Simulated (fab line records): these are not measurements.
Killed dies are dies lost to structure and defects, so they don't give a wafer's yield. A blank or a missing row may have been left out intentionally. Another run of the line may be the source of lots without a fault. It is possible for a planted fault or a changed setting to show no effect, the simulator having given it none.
Which tool did it? ; flow n5_finfet ; at 1 step of a route of 1938, 24 lots with 72 wafers sampled

== WHAT THE GAUGES READ, wafer by wafer ==
N5_BEOL_M9_INSPECT_13: inspects for defects (brightfield). Usual: 388 for raw_defect_count, sd 87.
lot;measured;on;raw_defect_count;flag
L075;day 9 21:56;defect_inspect-01;263 257 296;
L076;day 10 02:05;defect_inspect-01;391 330 351;
L077;day 10 05:08;defect_inspect-01;359 564 332;
L074;day 10 18:22;defect_inspect-02;568 325 435;
L079;day 10 20:16;defect_inspect-02;404 482 490;
L078;day 10 23:44;defect_inspect-02;366 466 373;
L080;day 11 02:24;defect_inspect-01;366 388 225;
L081;day 11 04:53;defect_inspect-02;483 546 477;
L082;day 11 17:07;defect_inspect-01;312 431 234;
L083;day 11 21:49;defect_inspect-01;448 419 469;
L084;day 12 09:23;defect_inspect-02;449 525 385;
L086;day 12 17:09;defect_inspect-02;345 282 451;
L085;day 12 17:34;defect_inspect-02;497 500 305;
L087;day 13 01:34;defect_inspect-01;235 357 245;
L088;day 13 10:53;defect_inspect-01;372 402 371;
L089;day 13 13:37;defect_inspect-01;331 431 343;
L091;day 13 15:43;defect_inspect-02;341 375 321;
L090;day 14 06:41;defect_inspect-02;438 565 333;
L092;day 14 09:45;defect_inspect-01;321 277 349;
L094;day 14 10:07;defect_inspect-01;349 490 357;
L093;day 14 13:22;defect_inspect-01;281 455 535;
L095;day 14 20:29;defect_inspect-01;283 358 235;
L097;day 15 06:18;defect_inspect-02;412 396 474;
L096;day 15 06:23;defect_inspect-02;326 276 340;

== EACH LOT AND THE TOOL THAT RAN IT (in order: tool; ch and the chambers of the sampled wafers; start) ==
The record holds no process step before these readings.

== WHAT THE TOOLS THEMSELVES READ (means of the sampled wafers that have a number; where no wafer has one, the mark that the record gives instead) ==
The record holds no such reading with a usual standard deviation.

== THE ANSWER, worked out from the rows above alone ==
Rule: a lot is off if the mean of its wafers that have a number lies more than 3 standard deviations from the usual mean. A lot without any number at a reading at which 4 lots or more have one is off too. Where the step has rows for the other lots, those lots are counted as sound. Order of review: gauges by route order, followed by the tools' own readings, for which a lot's mean as printed above is used. At the first step where some lot is off, the reading lying furthest off is the one used; lots without a number count as furthest.
Nothing can be told from this: no lot is off at any reading shown.

== WHAT HAD BEEN PUT IN BY THE SIMULATOR ==
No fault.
